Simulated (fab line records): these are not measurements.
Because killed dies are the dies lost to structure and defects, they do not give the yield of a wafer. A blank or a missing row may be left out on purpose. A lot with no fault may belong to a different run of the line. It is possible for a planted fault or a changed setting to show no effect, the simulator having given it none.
Matching of chambers ; flow nand-harc ; NHARC_A_M1_CMP_23 on cmp-01 has 4 sister chambers
The step polishes, t overpolish 20 s, target thk 154.34 nm. 8 wafers are shown with their chamber, then 11 later ones without.

== WAFERS, EACH WITH ITS CHAMBER ==
wafer;chamber;motor-current-A (A);time-to-endpoint-s (s)
L078.1;2;11.8;31
L078.6;2;12.2;31
L086.4;1;11.2;31
L086.6;0;12.2;28
L089.3;0;12.2;29
L089.4;3;10.4;26
L089.5;3;11.3;28
L089.1;1;10.9;31

== WAFERS WITH NO CHAMBER GIVEN ==
wafer;motor-current-A (A);time-to-endpoint-s (s)
L089.2;12.1;34
L089.6;12.5;30
L096.1;11.9;31
L096.2;11.9;36
L096.4;11.6;32
L094.1;11.3;30
L094.4;12.2;31
L094.6;10.3;26
L094.2;12.2;31
L094.3;10.8;27
L094.5;11.7;32

== WHICH CHAMBER EACH ONE RAN IN ==
wafer;from the rows above;in truth
L089.2;can't be placed: 2 or 1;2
L089.6;can't be placed: 2 or 0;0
L096.1;2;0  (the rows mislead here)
L096.2;can't be placed: 2 or 1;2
L096.4;can't be placed: 2 or 1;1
L094.1;can't be placed: 1 or 2 or 0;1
L094.4;2;2
L094.6;3;3
L094.2;2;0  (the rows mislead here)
L094.3;3;3
L094.5;can't be placed: 2 or 1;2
3 of 11 placed correctly. Can't be placed from these rows: 6 (the true chamber is among the candidates in 6). Placed wrongly: 2.
How it was worked out, from the rows above alone: a wafer's distance from a chamber is the root of the sum, over the readings, of the square of ((its reading less the chamber's mean) divided by the reading's scatter). The wafer belongs to the nearest chamber; if the next one is less than 2 further off, it can't be placed. For every chamber, the mean is computed from those of its wafers that are shown. The scatter: take each reading less its chamber's mean, square it, sum over the shown wafers, divide by the number of wafers less the number of chambers, and take the root.
